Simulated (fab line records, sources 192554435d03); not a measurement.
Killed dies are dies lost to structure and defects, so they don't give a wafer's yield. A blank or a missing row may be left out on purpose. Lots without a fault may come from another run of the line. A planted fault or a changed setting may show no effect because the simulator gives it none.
Split-lot experiment | flow n5_finfet | 7 lots, 21 wafers read, on a route of 1938 steps

THE SPLIT
At N5_BEOL_M6_COAT_05 (resist thk 90 nm), the setting spin_rpm was moved away from the recipe's 1500 rpm on 8 of the 21 wafers read, by -7.2% to +10.9%. The other wafers ran this setting at the recipe's value.

FROM THE SPLIT TO THE READING: what the file shows between them, 4 steps
- N5_BEOL_M6_EBR_07
- N5_BEOL_M6_SOFTBAKE_06: time 60 s
- N5_BEOL_M6_EXPOSE_08: exposes mask M6
- N5_BEOL_M6_PEB_09: peb time 60 s

THE READING
CAR-ArF_of_BEOL_M6_COAT_05.thk_nm (the simulator's own value, which no gauge read), in nm, at N5_BEOL_M6_DEVELOP_10 (develop time 30 s). The file gives no usual value for it. The 13 wafers here that ran the recipe average 88.4 nm, standard deviation 0.32 nm.

wafer  | tool, chamber at the split | spin_rpm as run, rpm | against the recipe | CAR-ArF_of_BEOL_M6_COAT_05.thk_nm, nm | against lot-mates on the recipe
L076.1 | litho_track-04, 0          | 1555                 | +3.7%              | 87                                    | -1.4
L076.2 | litho_track-04, 0          | 1555                 | +3.7%              | 87.2                                  | -1.2
L076.6 | litho_track-04, 0          | 1500                 | recipe             | 88.4                                  | -
L080.1 | litho_track-02, 0          | 1500                 | recipe             | 88.6                                  | -
L080.2 | litho_track-02, 0          | 1581                 | +5.4%              | 85.8                                  | -2.8
L080.4 | litho_track-02, 0          | 1581                 | +5.4%              | 86                                    | -2.6
L082.1 | litho_track-02, 0          | 1500                 | recipe             | 88.2                                  | -
L082.2 | litho_track-02, 0          | 1500                 | recipe             | 88.2                                  | -
L082.6 | litho_track-02, 0          | 1500                 | recipe             | 87.8                                  | -
L084.2 | litho_track-02, 0          | 1500                 | recipe             | 88.2                                  | -
L084.5 | litho_track-02, 0          | 1500                 | recipe             | 88.2                                  | -
L084.3 | litho_track-02, 0          | 1392                 | -7.2%              | 91.8                                  | +3.6
L089.2 | litho_track-04, 0          | 1500                 | recipe             | 88.2                                  | -
L089.5 | litho_track-04, 0          | 1500                 | recipe             | 88.4                                  | -
L089.6 | litho_track-04, 0          | 1664                 | +10.9%             | 83.8                                  | -4.5
L093.2 | litho_track-04, 0          | 1500                 | recipe             | 88.6                                  | -
L093.3 | litho_track-04, 0          | 1500                 | recipe             | 88.8                                  | -
L093.4 | litho_track-04, 0          | 1500                 | recipe             | 88.8                                  | -
L095.4 | litho_track-02, 0          | 1643                 | +9.5%              | 84.8                                  | -4.2
L095.5 | litho_track-02, 0          | 1643                 | +9.5%              | 84.8                                  | -4.2
L095.6 | litho_track-02, 0          | 1500                 | recipe             | 89                                    | -

THE FIT
A straight line over all 21 wafers: CAR-ArF_of_BEOL_M6_COAT_05.thk_nm changes by -0.416 nm for each +1% of spin_rpm; r = -0.98; the points scatter about the line by 0.32 nm.
The same after taking each lot's own level away (the mean of its wafers on the recipe; 21 wafers): -0.447 nm for each +1%; r = -0.99; scatter 0.21 nm.
On that fit, the largest move of spin_rpm shifts the reading by 4.9 nm.
The lots' own levels span 88.07 to 89.00 nm, that is 2.9 times the standard deviation above.
So the lot-to-lot level changes the slope little: the two slopes agree.
Check: with one of the wafers moved furthest among these (+10.9%) left out of the fit, the line predicts -4.96 nm for it against its lot-mates. It came out at -4.5 nm against them.

OTHER SPLITS ON THESE WAFERS
These wafers also went through other splits before the reading. Each is held against what the fit with the lots' levels taken away leaves over:
other split on the same wafers     | wafers away from the commonest value | r with CAR-ArF_of_BEOL_M6_COAT_05.thk_nm (lot level and that fit taken away)
N5_BEOL_M0_SAQP_DESCUM_19 time_s   | 8                                    | -0.12
N5_BEOL_M1_PECVD_72 time_s         | 6                                    | +0.26
N5_BEOL_M2_TRENCH_ETCH_37 source_w | 10                                   | -0.02
N5_BEOL_M5_ETCH_62 source_w        | 6                                    | +0.20
N5_BEOL_M5_COAT_66 spin_rpm        | 10                                   | -0.28
N5_BEOL_M6_PECVD_70 time_s         | 8                                    | +0.01

THE WHOLE CHAIN: every reading that the file lists as answering this split, in the file's order
step                  | what it does      | reading                                                                            | change (the file's fit)               | r (the file's)
N5_BEOL_M6_COAT_05    | resist thk 90 nm  | CAR-ArF_of_BEOL_M6_COAT_05.thk_nm (the simulator's own value, which no gauge read) | -0.429 nm for each +1% of the setting | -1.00
N5_BEOL_M6_DEVELOP_10 | develop time 30 s | CAR-ArF_of_BEOL_M6_COAT_05.thk_nm (the simulator's own value, which no gauge read) | -0.441 nm for each +1% of the setting | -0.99

THE FILE'S OWN FIT
CAR-ArF_of_BEOL_M6_COAT_05.thk_nm changes by -0.441 nm for each +1% of spin_rpm, r = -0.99.
